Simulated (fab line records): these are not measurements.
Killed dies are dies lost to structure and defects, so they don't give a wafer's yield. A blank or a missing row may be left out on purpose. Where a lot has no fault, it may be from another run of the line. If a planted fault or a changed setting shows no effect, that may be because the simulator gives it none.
fab line records	flow n5-finfet
record lots=24	wafers=72	last-day=20
route steps=1938 shown FIN_CUT@177 STI_FIN_REVEAL@189 DUMMY_GATE@233 SD_EPI_N@289
lots that met no fault: taken from a fault-free run of the same line
start-h: the number of hours between the record's first day and the start of the first shown wafer of the lot	wait-h: how many hours have passed since the lot's step before this one	" unchanged from the row above	L1.1+2: a single row standing in for several wafers	- no value, or no start was given	* or withheld: withheld	< > ~ a bound
route shown NAME@n: NAME is a module with steps in the file, n the number in the route of the first one	usual: the fault-free wafers' mean and standard deviation	same: alike in all rows	chamber/n: place in a boat	sites: readings site by site	_std_site: how widely they spread, as a standard deviation	_edge_site: outer sites' mean less inner sites'	radius-mm: how far each site lies from the wafer's centre	mask NAME#n: copy n	behind: the tool/chamber that last shaped the wafer	hold: the reason the lot was held/the length of the hold in hours/how it ended	device: whichever transistor did not switch (one of n, p or np)	end of line: the route-end tests of the same wafers	for a step that has no rows: nothing shown but its recipe	killed: dies lost to structure and defects at the first sort, not the wafer's yield	map: shows each die of a wafer: x if killed, . if not, _ if none is there
set.NAME: the setting the step ran with; set.NAME@STEP: the setting that earlier step ran with	model.NAME: the simulator's own value behind a step, which no gauge read
route steps across a sampled set of lots; one table per step, one row per wafer
services: when a tool's chamber went out of use (start-h, in hours from the record's first day, below 0 if earlier), for how many hours, and the reason
## steps
# step N5_FIN_CUT_CUT_ETCH_28
# recipe chemistry=HBr/Cl2/O2	target=Si	target-depth-a=60	mask-material=SOC	time-s=2.4	ion-energy-ev=*	bias-w=*	pressure-mtorr=10	icp-w=800	HBr_flow_sccm=150	Cl2_flow_sccm=80	O2_flow_sccm=12
# usual drypump-motor-current-A=5.6/0.6	oes-product-au=0.994/0.015	throttle-valve-pct=37.18/0.21
lot.wafer	tool	chamber	start-h	wait-h	drypump-motor-current-A	oes-product-au	rf-hours-counter-h	throttle-valve-pct
L074.2	rie-si-04	2	27.75	0.0	4.8	1.008	152	37.47
L074.4	"	1	"	"	6.7	0.994	103	37.14
L074.6	"	3	"	"	6.1	0.994	-	37.34
L075.2	rie-si-04	0	34.23	0.0	4.7	0.989	4	36.92
L075.5	"	1	"	"	6.7	1.001	-	37.12
L075.6	"	2	"	"	4.8	1.004	-	37.47
L076.2	rie-si-05	3	40.78	0.0	5.4	1.028	150	37.53
L076.3	"	1	"	"	6.0	0.978	6	37.17
L076.4	"	2	"	"	5.4	0.983	153	36.95
L077.2	rie-si-05	1	46.11	0.0	6.0	0.978	6	37.18
L077.4	"	2	"	"	5.5	0.991	153	36.96
L077.5	"	1	"	"	6.0	0.990	-	37.17
L078.1	rie-si-04	2	51.88	0.0	4.8	0.997	153	37.48
L078.2	"	1	"	"	6.7	0.996	104	37.14
L078.6	"	2	"	"	4.8	1.011	-	37.47
L079.2	rie-si-05	2	57.60	0.0	5.4	0.991	153	36.97
L079.3	"	1	"	"	6.0	0.982	6	37.17
L079.4	"	3	"	"	5.4	1.037	150	37.54
L080.1	rie-si-05	2	63.30	0.0	5.4	0.983	153	36.95
L080.3	"	1	"	"	6.0	0.989	6	37.18
L080.4	"	3	"	"	5.4	1.030	150	37.53
L081.3	rie-si-04	0	71.73	0.0	4.8	0.992	5	36.95
L081.5	"	2	"	"	4.8	1.004	-	37.46
L081.6	"	1	"	"	6.7	0.990	-	37.14
L082.1	rie-si-04	0	76.93	0.0	4.8	0.991	5	36.95
L082.3	"	2	"	"	4.8	1.004	154	37.46
L082.5	"	1	"	"	6.7	0.999	-	37.13
L083.3	rie-si-04	1	81.78	0.0	6.7	0.989	104	37.14
L083.4	"	3	"	"	6.0	1.007	46	37.35
L083.5	"	1	"	"	6.7	0.988	-	37.14
L084.2	rie-si-05	0	88.25	0.0	5.3	0.977	183	37.05
L084.5	"	3	"	"	5.4	1.029	-	37.55
L084.6	"	0	"	"	5.3	0.989	-	37.05
L085.1	rie-si-05	3	93.62	0.0	5.4	1.040	151	37.54
L085.3	"	1	"	"	6.0	0.983	7	37.17
L085.6	"	1	"	"	6.0	0.987	-	37.15
L086.1	rie-si-05	2	101.87	0.0	5.5	0.991	154	36.95
L086.5	"	2	"	"	5.4	0.987	-	36.95
L086.6	"	3	"	"	5.4	1.033	-	37.54
L087.1	rie-si-05	2	106.08	0.0	5.4	0.991	154	36.95
L087.2	"	1	"	"	6.0	0.983	7	37.19
L087.5	"	0	"	"	5.3	0.979	-	37.06
L088.1	rie-si-05	1	113.26	0.0	6.0	0.985	7	37.17
L088.2	"	2	"	"	5.5	0.983	154	36.96
L088.4	"	1	"	"	6.0	0.976	-	37.17
L089.3	rie-si-04	1	118.55	0.0	6.7	0.999	105	37.13
L089.4	"	0	"	"	4.8	0.984	6	36.93
L089.6	"	3	"	"	6.1	0.997	-	37.34
L090.2	rie-si-01	2	123.78	0.0	5.8	0.982	104	36.85
L090.4	"	3	"	"	6.1	0.995	112	36.77
L090.5	"	0	"	"	5.7	0.986	-	37.22
L091.3	rie-si-04	2	130.76	0.0	4.8	1.004	155	37.47
L091.5	"	2	"	"	4.8	1.010	-	37.46
L091.6	"	1	"	"	6.7	1.000	-	37.13
L092.1	rie-si-05	3	136.29	0.0	5.4	1.034	151	37.54
L092.3	"	0	"	"	5.3	0.980	184	37.06
L092.5	"	3	"	"	5.4	1.027	-	37.55
L093.3	rie-si-05	2	141.36	0.0	5.4	0.987	155	36.96
L093.4	"	0	"	"	5.3	0.975	184	37.06
L093.6	"	1	"	"	6.0	0.982	-	37.17
L094.1	rie-si-04	2	147.80	0.0	4.8	1.008	155	37.48
L094.4	"	3	"	"	6.1	1.000	48	37.33
L094.5	"	2	"	"	4.8	1.012	-	37.47
L095.3	rie-si-04	3	153.80	0.0	6.0	0.990	48	37.36
L095.5	"	1	"	"	6.7	0.997	-	37.13
L095.6	"	0	"	"	4.8	0.987	-	36.93
L096.1	rie-si-04	3	159.86	0.0	6.0	0.997	48	37.35
L096.5	"	0	"	"	4.8	0.983	-	36.94
L096.6	"	3	"	"	6.1	0.997	-	37.35
L097.4	rie-si-05	1	166.04	0.0	6.0	0.970	8	37.18
L097.5	"	2	"	"	5.4	0.984	-	36.97
L097.6	"	1	"	"	6.0	0.973	-	37.17
# step N5_STI_FIN_REVEAL_DENSIFY_30
# recipe temp-c=*	time-s=*	ambient=N2	idle-temp-c=600	ramp-up-c-per-s=150	ramp-down-c-per-s=60	cool-to-c=600
# usual lamp-power-pct=11.53/0.047	lamp_zone_3_pct=11.527/0.018	wafer_temp_C_max=*
lot.wafer	tool	chamber	start-h	wait-h	lamp-power-pct	lamp_zone_3_pct	wafer_temp_C_max
L074.2	rtp-anneal-01	0	33.71	0.2	11.59	11.524	*
L074.4	"	0	"	"	11.58	11.538	*
L074.6	"	0	"	"	11.47	11.504	*
L075.2	rtp-anneal-02	0	41.24	0.1	11.50	11.516	*
L075.5	"	0	"	"	11.53	11.518	*
L075.6	"	0	"	"	11.57	11.527	*
L076.2	rtp-anneal-02	0	47.24	0.2	11.59	11.484	*
L076.3	"	0	"	"	11.57	11.511	*
L076.4	"	0	"	"	11.47	11.536	*
L077.2	rtp-anneal-01	0	51.83	0.1	11.52	11.534	*
L077.4	"	0	"	"	11.49	11.486	*
L077.5	"	0	"	"	11.54	11.522	*
L078.1	rtp-anneal-01	0	57.57	0.0	11.44	11.566	*
L078.2	"	0	"	"	11.59	11.546	*
L078.6	"	0	"	"	11.61	11.528	*
L079.2	rtp-anneal-02	0	63.59	0.2	11.58	11.567	*
L079.3	"	0	"	"	11.47	11.543	*
L079.4	"	0	"	"	11.53	11.521	*
L080.1	rtp-anneal-01	0	69.18	0.2	11.55	11.514	*
L080.3	"	0	"	"	11.63	11.552	*
L080.4	"	0	"	"	11.48	11.509	*
L081.3	rtp-anneal-02	0	77.56	0.2	11.49	11.520	*
L081.5	"	0	"	"	11.65	11.517	*
L081.6	"	0	"	"	11.52	11.505	*
L082.1	rtp-anneal-02	0	82.61	0.0	11.62	11.516	*
L082.3	"	0	"	"	11.53	11.519	*
L082.5	"	0	"	"	11.51	11.546	*
L083.3	rtp-anneal-01	0	87.84	0.1	11.51	11.557	*
L083.4	"	0	"	"	11.49	11.519	*
L083.5	"	0	"	"	11.44	11.548	*
L084.2	rtp-anneal-01	0	94.88	0.2	11.51	11.526	*
L084.5	"	0	"	"	11.59	11.497	*
L084.6	"	0	"	"	11.54	11.531	*
L085.1	rtp-anneal-01	0	100.53	0.0	11.57	11.538	*
L085.3	"	0	"	"	11.53	11.543	*
L085.6	"	0	"	"	11.51	11.534	*
L086.1	rtp-anneal-01	0	107.78	0.1	11.58	11.532	*
L086.5	"	0	"	"	11.57	11.557	*
L086.6	"	0	"	"	11.52	11.549	*
L087.1	rtp-anneal-01	0	111.99	0.0	11.46	11.529	*
L087.2	"	0	"	"	11.55	11.538	*
L087.5	"	0	"	"	11.60	11.520	*
L088.1	rtp-anneal-02	0	119.21	0.2	11.49	11.542	*
L088.2	"	0	"	"	11.52	11.555	*
L088.4	"	0	"	"	11.61	11.503	*
L089.3	rtp-anneal-01	0	124.37	0.2	11.52	11.539	*
L089.4	"	0	"	"	11.62	11.527	*
L089.6	"	0	"	"	11.53	11.541	*
L090.2	rtp-anneal-01	0	129.49	0.1	11.52	11.530	*
L090.4	"	0	"	"	11.64	11.516	*
L090.5	"	0	"	"	11.58	11.517	*
L091.3	rtp-anneal-01	0	136.72	0.3	11.48	11.551	*
L091.5	"	0	"	"	11.46	11.528	*
L091.6	"	0	"	"	11.54	11.503	*
L092.1	rtp-anneal-02	0	142.06	0.0	11.50	11.514	*
L092.3	"	0	"	"	11.45	11.530	*
L092.5	"	0	"	"	11.46	11.521	*
L093.3	rtp-anneal-02	0	147.11	0.1	11.51	11.562	*
L093.4	"	0	"	"	11.46	11.527	*
L093.6	"	0	"	"	11.51	11.524	*
L094.1	rtp-anneal-02	0	154.76	0.1	11.52	11.531	*
L094.4	"	0	"	"	11.59	11.505	*
L094.5	"	0	"	"	11.55	11.537	*
L095.3	rtp-anneal-01	0	160.50	0.4	11.57	11.494	*
L095.5	"	0	"	"	11.60	11.520	*
L095.6	"	0	"	"	11.60	11.537	*
L096.1	rtp-anneal-02	0	165.74	0.1	11.55	11.526	*
L096.5	"	0	"	"	11.50	11.525	*
L096.6	"	0	"	"	11.50	11.551	*
L097.4	rtp-anneal-01	0	172.10	0.2	11.52	11.519	*
L097.5	"	0	"	"	11.55	11.532	*
L097.6	"	0	"	"	11.47	11.557	*
# step N5_DUMMY_GATE_INSPECT_17
# recipe mode=adi	inspect-instrument=brightfield
# usual raw-defect-count=198/56
lot.wafer	tool	chamber	start-h	wait-h	raw-defect-count
L074.2	defect-inspect-01	-	45.89	0.0	140
L074.4	"	-	"	"	137
L074.6	"	-	"	"	99
L075.2	defect-inspect-01	-	53.29	0.0	275
L075.5	"	-	"	"	171
L075.6	"	-	"	"	185
L076.2	defect-inspect-01	-	61.07	0.0	181
L076.3	"	-	"	"	232
L076.4	"	-	"	"	169
L077.2	defect-inspect-02	-	63.82	0.0	199
L077.4	"	-	"	"	104
L077.5	"	-	"	"	110
L078.1	defect-inspect-02	-	71.70	0.1	141
L078.2	"	-	"	"	260
L078.6	"	-	"	"	272
L079.2	defect-inspect-02	-	76.32	0.0	230
L079.3	"	-	"	"	202
L079.4	"	-	"	"	233
L080.1	defect-inspect-01	-	81.12	0.1	218
L080.3	"	-	"	"	171
L080.4	"	-	"	"	197
L081.3	defect-inspect-02	-	90.76	0.0	245
L081.5	"	-	"	"	233
L081.6	"	-	"	"	210
L082.1	defect-inspect-02	-	96.41	0.1	212
L082.3	"	-	"	"	198
L082.5	"	-	"	"	212
L083.3	defect-inspect-01	-	100.13	0.0	170
L083.4	"	-	"	"	172
L083.5	"	-	"	"	157
L084.2	defect-inspect-02	-	107.64	0.0	154
L084.5	"	-	"	"	159
L084.6	"	-	"	"	119
L085.1	defect-inspect-01	-	112.99	0.1	112
L085.3	"	-	"	"	182
L085.6	"	-	"	"	199
L086.1	defect-inspect-01	-	120.19	0.1	148
L086.5	"	-	"	"	166
L086.6	"	-	"	"	135
L087.1	defect-inspect-02	-	123.95	0.1	191
L087.2	"	-	"	"	252
L087.5	"	-	"	"	224
L088.1	defect-inspect-02	-	131.05	0.1	296
L088.2	"	-	"	"	203
L088.4	"	-	"	"	184
L089.3	defect-inspect-01	-	136.74	0.0	159
L089.4	"	-	"	"	103
L089.6	"	-	"	"	127
L090.2	defect-inspect-02	-	141.43	0.0	200
L090.4	"	-	"	"	178
L090.5	"	-	"	"	218
L091.3	defect-inspect-02	-	148.49	0.0	165
L091.5	"	-	"	"	144
L091.6	"	-	"	"	94
L092.1	defect-inspect-02	-	153.96	0.1	219
L092.3	"	-	"	"	309
L092.5	"	-	"	"	233
L093.3	defect-inspect-02	-	159.21	0.0	149
L093.4	"	-	"	"	215
L093.6	"	-	"	"	145
L094.1	defect-inspect-02	-	170.56	0.1	138
L094.4	"	-	"	"	186
L094.5	"	-	"	"	176
L095.3	defect-inspect-02	-	174.33	0.0	191
L095.5	"	-	"	"	205
L095.6	"	-	"	"	228
L096.1	defect-inspect-02	-	177.91	0.1	242
L096.5	"	-	"	"	394
L096.6	"	-	"	"	264
L097.4	defect-inspect-02	-	185.02	0.0	296
L097.5	"	-	"	"	247
L097.6	"	-	"	"	258
# step N5_DUMMY_GATE_STRIP_41
# recipe chemistry=O2	power-w=400	temp-c=40	pressure-mtorr=30	rf-frequency-hz=6e+07	bias-power-w=0	overash-fraction=0.3	o2-flow-sccm=225
# usual drypump-motor-current-A=5.8/0.4	oes-product-au=0.77/0.084	rf-vpp-V=3.6/0.49	showerhead-plenum-p-Torr=2.10/0.059	throttle-valve-pct=16.71/0.18
lot.wafer	tool	chamber	start-h	wait-h	drypump-motor-current-A	oes-product-au	rf-hours-counter-h	rf-vpp-V	showerhead-plenum-p-Torr	throttle-valve-pct
L074.2	rie-diel-02	1	46.42	0.0	6.4	0.76	145	3.5	2.11	16.52
L074.4	"	2	"	"	6.3	0.68	247	3.5	2.17	16.94
L074.6	"	3	"	"	5.5	0.70	-	4.0	1.99	16.97
L075.2	rie-diel-03	1	53.90	0.0	5.2	0.70	219	3.9	2.15	16.94
L075.5	"	2	"	"	5.7	0.72	-	4.3	2.08	16.96
L075.6	"	1	"	"	5.2	0.69	-	3.6	2.15	16.95
L076.2	rie-diel-03	2	61.57	0.0	5.7	0.70	195	3.7	2.08	16.97
L076.3	"	3	"	"	5.7	0.71	207	2.9	2.16	16.83
L076.4	"	1	"	"	5.2	0.68	221	3.8	2.14	16.94
L077.2	rie-diel-03	2	64.33	0.0	5.7	0.71	196	3.3	2.08	16.98
L077.4	"	3	"	"	5.7	0.71	208	3.8	2.16	16.84
L077.5	"	1	"	"	5.2	0.68	-	3.7	2.14	16.94
L078.1	rie-diel-02	1	72.70	0.0	6.4	0.75	154	4.3	2.10	16.55
L078.2	"	3	"	"	5.5	0.69	253	3.6	1.99	17.00
L078.6	"	3	"	"	5.5	0.70	-	3.7	1.99	17.00
L079.2	rie-diel-02	0	76.82	0.0	6.3	0.74	149	3.7	2.09	16.62
L079.3	"	3	"	"	5.5	0.69	254	4.0	1.99	17.00
L079.4	"	1	"	"	6.4	0.75	156	3.4	2.10	16.52
L080.1	rie-diel-04	3	81.84	0.0	6.0	0.94	21	3.4	2.07	16.49
L080.3	"	2	"	"	6.0	0.73	194	3.5	2.09	16.57
L080.4	"	0	"	"	5.5	0.74	170	3.3	2.09	16.70
L081.3	rie-diel-02	1	91.26	0.0	6.4	0.75	161	3.7	2.10	16.55
L081.5	"	1	"	"	6.4	0.75	-	3.9	2.10	16.55
L081.6	"	2	"	"	6.4	0.94	-	4.4	2.17	16.47
L082.1	rie-diel-02	1	97.15	0.0	6.4	0.75	163	3.9	2.10	16.55
L082.3	"	2	"	"	6.3	0.94	8	4.1	2.17	16.48
L082.5	"	2	"	"	6.3	0.94	-	3.6	2.17	16.48
L083.3	rie-diel-04	1	100.73	0.0	5.4	0.83	65	3.4	2.04	16.71
L083.4	"	2	"	"	6.0	0.72	199	3.0	2.09	16.59
L083.5	"	1	"	"	5.4	0.83	-	2.9	2.04	16.69
L084.2	rie-diel-03	2	108.14	0.0	5.7	0.69	211	3.7	2.07	17.01
L084.5	"	1	"	"	5.2	0.67	-	4.0	2.14	16.98
L084.6	"	0	"	"	5.4	0.74	-	3.8	2.02	16.94
L085.1	rie-diel-03	0	114.23	0.0	5.5	0.75	151	3.7	2.02	16.94
L085.3	"	1	"	"	5.2	0.67	238	3.9	2.14	16.96
L085.6	"	1	"	"	5.2	0.67	-	3.5	2.14	16.97
L086.1	rie-diel-02	0	120.90	0.0	6.3	0.74	165	4.1	2.09	16.66
L086.5	"	0	"	"	6.3	0.73	-	3.1	2.09	16.67
L086.6	"	3	"	"	5.5	0.96	-	3.7	2.25	16.48
L087.1	rie-diel-04	2	124.62	0.0	5.9	0.71	204	3.7	2.09	16.57
L087.2	"	1	"	"	5.4	0.83	69	3.2	2.04	16.73
L087.5	"	1	"	"	5.4	0.82	-	5.1	2.04	16.71
L088.1	rie-diel-02	0	131.56	0.0	6.3	0.73	167	3.2	2.09	16.65
L088.2	"	2	"	"	6.3	0.91	21	3.3	2.16	16.50
L088.4	"	3	"	"	5.5	0.94	10	3.5	2.25	16.50
L089.3	rie-diel-04	3	137.93	0.0	6.0	0.92	31	4.0	2.07	16.52
L089.4	"	0	"	"	5.5	0.72	184	3.4	2.08	16.73
L089.6	"	1	"	"	5.4	0.82	-	3.9	2.04	16.71
L090.2	rie-diel-04	0	141.93	0.0	5.5	0.72	185	2.9	2.08	16.73
L090.4	"	3	"	"	6.0	0.91	33	3.2	2.07	16.52
L090.5	"	1	"	"	5.4	0.83	-	3.7	2.04	16.73
L091.3	rie-diel-04	0	148.99	0.0	5.5	0.72	187	3.3	2.08	16.73
L091.5	"	3	"	"	6.1	0.90	-	4.2	2.07	16.53
L091.6	"	2	"	"	6.0	0.71	-	3.7	2.09	16.60
L092.1	rie-diel-03	2	154.50	0.0	5.7	0.69	226	2.6	2.07	17.02
L092.3	"	3	"	"	5.7	0.70	237	2.5	2.15	16.90
L092.5	"	0	"	"	5.5	0.74	-	3.3	2.01	16.96
L093.3	rie-diel-04	3	159.88	0.0	6.1	0.90	37	3.6	2.07	16.53
L093.4	"	1	"	"	5.4	0.81	80	2.6	2.03	16.71
L093.6	"	0	"	"	5.5	0.72	-	4.2	2.08	16.75
L094.1	rie-diel-02	2	171.12	0.0	6.4	0.86	34	3.1	2.16	16.53
L094.4	"	2	"	"	6.4	0.86	-	3.4	2.16	16.53
L094.5	"	3	"	"	5.5	0.90	-	3.7	2.24	16.51
L095.3	rie-diel-02	2	174.83	0.0	6.4	0.87	36	4.0	2.16	16.52
L095.5	"	0	"	"	6.3	0.72	-	3.9	2.08	16.68
L095.6	"	3	"	"	5.5	0.90	-	3.7	2.24	16.50
L096.1	rie-diel-04	3	178.66	0.0	6.1	0.90	42	3.8	2.06	16.52
L096.5	"	2	"	"	6.0	0.71	-	4.4	2.09	16.63
L096.6	"	1	"	"	5.4	0.81	-	4.2	2.03	16.73
L097.4	rie-diel-02	2	185.52	0.0	6.4	0.86	40	3.8	2.16	16.54
L097.5	"	0	"	"	6.3	0.72	-	3.4	2.08	16.70
L097.6	"	1	"	"	6.4	0.73	-	2.8	2.09	16.60
# step N5_DUMMY_GATE_ETCH_32
# recipe chemistry=CF4	target=SiO2	target-depth-a=35	time-s=3.9	ion-energy-ev=350	pressure-mtorr=10	icp-w=800	bias-w=400	cf4-flow-sccm=80
# usual drypump-motor-current-A=5.7/0.47	oes-product-au=0.994/0.026	throttle-valve-pct=21.80/0.17
lot.wafer	tool	chamber	start-h	wait-h	drypump-motor-current-A	oes-product-au	rf-hours-counter-h	throttle-valve-pct
L074.2	rie-si-05	2	46.62	0.1	5.4	0.984	153	21.54
L074.4	"	0	"	"	5.3	0.952	182	21.69
L074.6	"	1	"	"	6.0	0.968	-	21.78
L075.2	rie-si-04	1	54.10	0.1	6.7	0.997	104	22.05
L075.5	"	1	"	"	6.7	1.003	-	22.04
L075.6	"	0	"	"	4.8	1.010	-	21.86
L076.2	rie-si-04	2	61.77	0.1	4.8	1.009	153	21.95
L076.3	"	3	"	"	6.0	1.024	46	22.08
L076.4	"	1	"	"	6.7	1.002	104	22.05
L077.2	rie-si-05	2	64.53	0.1	5.4	0.975	153	21.52
L077.4	"	3	"	"	5.4	1.049	150	22.07
L077.5	"	2	"	"	5.4	0.974	-	21.52
L078.1	rie-si-05	0	72.90	0.1	5.3	0.953	183	21.70
L078.2	"	1	"	"	6.0	0.974	6	21.77
L078.6	"	2	"	"	5.4	0.988	-	21.51
L079.2	rie-si-01	2	77.02	0.1	5.9	0.988	103	21.75
L079.3	"	1	"	"	6.1	0.998	27	21.92
L079.4	"	0	"	"	5.7	0.997	25	21.64
L080.1	rie-si-01	3	82.04	0.1	6.1	1.004	111	21.68
L080.3	"	1	"	"	6.2	0.994	27	21.89
L080.4	"	0	"	"	5.7	0.980	25	21.64
L081.3	rie-si-04	2	91.46	0.1	4.8	1.018	154	21.96
L081.5	"	0	"	"	4.8	0.991	-	21.87
L081.6	"	3	"	"	6.0	1.013	-	22.06
L082.1	rie-si-05	3	97.35	0.1	5.4	1.060	151	22.06
L082.3	"	0	"	"	5.3	0.952	183	21.68
L082.5	"	1	"	"	6.0	0.971	-	21.77
L083.3	rie-si-04	1	100.93	0.1	6.7	0.995	105	22.05
L083.4	"	0	"	"	4.8	0.999	6	21.89
L083.5	"	2	"	"	4.8	1.019	-	21.95
L084.2	rie-si-01	1	108.34	0.1	6.1	0.999	28	21.91
L084.5	"	3	"	"	6.1	0.994	-	21.65
L084.6	"	2	"	"	5.9	0.988	-	21.75
L085.1	rie-si-01	3	114.43	0.1	6.1	1.010	112	21.66
L085.3	"	2	"	"	5.9	0.983	103	21.73
L085.6	"	2	"	"	5.9	0.994	-	21.72
L086.1	rie-si-05	2	121.10	0.1	5.4	0.982	154	21.51
L086.5	"	1	"	"	6.0	0.966	-	21.77
L086.6	"	0	"	"	5.3	0.954	-	21.69
L087.1	rie-si-01	0	124.83	0.1	5.7	0.990	26	21.63
L087.2	"	2	"	"	5.9	0.989	104	21.72
L087.5	"	2	"	"	5.8	0.984	-	21.73
L088.1	rie-si-01	0	131.76	0.1	5.7	0.994	26	21.66
L088.2	"	3	"	"	6.1	0.989	112	21.65
L088.4	"	1	"	"	6.1	0.992	28	21.88
L089.3	rie-si-05	0	138.13	0.1	5.3	0.948	184	21.68
L089.4	"	1	"	"	6.0	0.966	8	21.78
L089.6	"	2	"	"	5.4	0.971	-	21.51
L090.2	rie-si-05	2	142.13	0.1	5.4	0.989	155	21.52
L090.4	"	3	"	"	5.4	1.060	151	22.06
L090.5	"	0	"	"	5.3	0.960	-	21.67
L091.3	rie-si-01	3	149.19	0.1	6.1	1.004	113	21.66
L091.5	"	0	"	"	5.7	0.995	-	21.64
L091.6	"	1	"	"	6.2	0.989	-	21.92
L092.1	rie-si-05	1	154.71	0.1	6.0	0.958	8	21.78
L092.3	"	0	"	"	5.3	0.949	184	21.70
L092.5	"	3	"	"	5.4	1.058	-	22.06
L093.3	rie-si-01	0	160.09	0.1	5.7	0.988	27	21.62
L093.4	"	3	"	"	6.1	0.988	113	21.66
L093.6	"	0	"	"	5.7	0.971	-	21.65
L094.1	rie-si-01	3	171.33	0.1	6.1	0.997	113	21.66
L094.4	"	3	"	"	6.1	0.991	-	21.66
L094.5	"	1	"	"	6.1	0.995	-	21.90
L095.3	rie-si-04	2	175.03	0.1	4.8	1.023	155	21.93
L095.5	"	2	"	"	4.8	1.024	-	21.97
L095.6	"	1	"	"	6.7	0.998	-	22.06
L096.1	rie-si-01	2	178.87	0.1	5.9	0.993	104	21.73
L096.5	"	1	"	"	6.1	0.988	-	21.91
L096.6	"	2	"	"	5.9	0.989	-	21.74
L097.4	rie-si-05	1	185.73	0.1	6.0	0.972	8	21.76
L097.5	"	2	"	"	5.4	0.989	-	21.53
L097.6	"	1	"	"	6.0	0.971	-	21.78
# step N5_SD_EPI_N_EPI_MEAS_23
# recipe mode=xrd
# usual thk-nm=58.6/1.3
lot.wafer	tool	chamber	start-h	wait-h	thk-nm
L074.2	film-metro-02	-	52.32	1.5	58.4
L074.4	"	-	"	"	58.1
L074.6	"	-	"	"	58.0
L075.2	film-metro-02	-	59.08	1.2	57.2
L075.5	"	-	"	"	57.9
L075.6	"	-	"	"	59.5
L076.2	film-metro-02	-	67.04	1.2	54.3
L076.3	"	-	"	"	59.2
L076.4	"	-	"	"	58.0
L077.2	film-metro-01	-	71.01	1.5	59.4
L077.4	"	-	"	"	56.5
L077.5	"	-	"	"	57.8
L078.1	film-metro-01	-	78.06	1.4	59.6
L078.2	"	-	"	"	60.4
L078.6	"	-	"	"	58.9
L079.2	film-metro-02	-	83.02	1.5	60.4
L079.3	"	-	"	"	60.4
L079.4	"	-	"	"	60.1
L080.1	film-metro-01	-	87.45	1.4	59.4
L080.3	"	-	"	"	56.8
L080.4	"	-	"	"	57.7
L081.3	film-metro-02	-	96.53	0.9	56.7
L081.5	"	-	"	"	56.9
L081.6	"	-	"	"	59.2
L082.1	film-metro-02	-	103.23	1.5	57.2
L082.3	"	-	"	"	58.4
L082.5	"	-	"	"	56.2
L083.3	film-metro-02	-	106.12	0.9	59.6
L083.4	"	-	"	"	57.6
L083.5	"	-	"	"	57.0
L084.2	film-metro-02	-	113.65	1.2	59.6
L084.5	"	-	"	"	57.6
L084.6	"	-	"	"	57.8
L085.1	film-metro-01	-	120.33	1.4	57.1
L085.3	"	-	"	"	61.1
L085.6	"	-	"	"	57.6
L086.1	film-metro-01	-	126.10	1.4	58.3
L086.5	"	-	"	"	59.4
L086.6	"	-	"	"	60.4
L087.1	film-metro-02	-	130.10	1.4	58.6
L087.2	"	-	"	"	60.5
L087.5	"	-	"	"	59.3
L088.1	film-metro-02	-	136.72	1.4	57.3
L088.2	"	-	"	"	58.5
L088.4	"	-	"	"	57.7
L089.3	film-metro-02	-	144.89	1.5	57.2
L089.4	"	-	"	"	57.5
L089.6	"	-	"	"	56.8
L090.2	film-metro-02	-	147.16	1.2	57.0
L090.4	"	-	"	"	58.8
L090.5	"	-	"	"	58.6
L091.3	film-metro-01	-	154.67	0.9	59.9
L091.5	"	-	"	"	59.4
L091.6	"	-	"	"	59.0
L092.1	film-metro-01	-	159.76	1.5	61.2
L092.3	"	-	"	"	60.1
L092.5	"	-	"	"	58.9
L093.3	film-metro-01	-	164.94	0.9	60.2
L093.4	"	-	"	"	59.0
L093.6	"	-	"	"	60.3
L094.1	film-metro-01	-	176.20	1.4	58.8
L094.4	"	-	"	"	59.4
L094.5	"	-	"	"	62.3
L095.3	film-metro-01	-	181.99	1.4	59.7
L095.5	"	-	"	"	58.6
L095.6	"	-	"	"	58.7
L096.1	film-metro-01	-	185.02	1.4	56.9
L096.5	"	-	"	"	55.4
L096.6	"	-	"	"	58.4
L097.4	film-metro-01	-	190.59	0.6	59.4
L097.5	"	-	"	"	57.8
L097.6	"	-	"	"	58.0
## services
tool	chamber	start-h	hours	kind
rie-diel-02	-	5.93	7.6	repair
rie-si-01	-	10.36	4.0	pm
rie-diel-03	2	20.85	10.1	repair
rie-si-05	-	24.91	0.1	repair
rie-diel-02	3	25.68	16.5	repair
rie-diel-02	0	30.63	8.5	repair
rie-si-01	-	46.33	15.6	pm
rie-diel-03	-	50.19	2.2	repair
rie-diel-04	1	54.64	7.7	repair
rie-diel-02	2	56.92	-	clean
rie-diel-02	2	56.92	-	consumable-replace:focus-ring
rie-diel-02	2	56.92	16.7	scheduled-down
rie-diel-02	2	56.92	16.7	vent-cycle
rie-diel-04	2	70.08	5.8	repair
rie-diel-02	3	81.94	4.4	repair
rie-si-05	3	104.98	9.2	repair
rie-diel-04	-	105.48	12.2	repair
rie-diel-02	0	117.33	3.4	repair
rie-diel-04	3	118.63	9.4	repair
rie-si-01	0	134.18	4.3	repair
rie-diel-02	1	157.61	19.4	repair
rie-diel-04	-	165.30	1.5	repair
rie-si-01	2	168.07	7.2	repair
rie-si-05	3	173.25	8.4	repair
## key
fault none
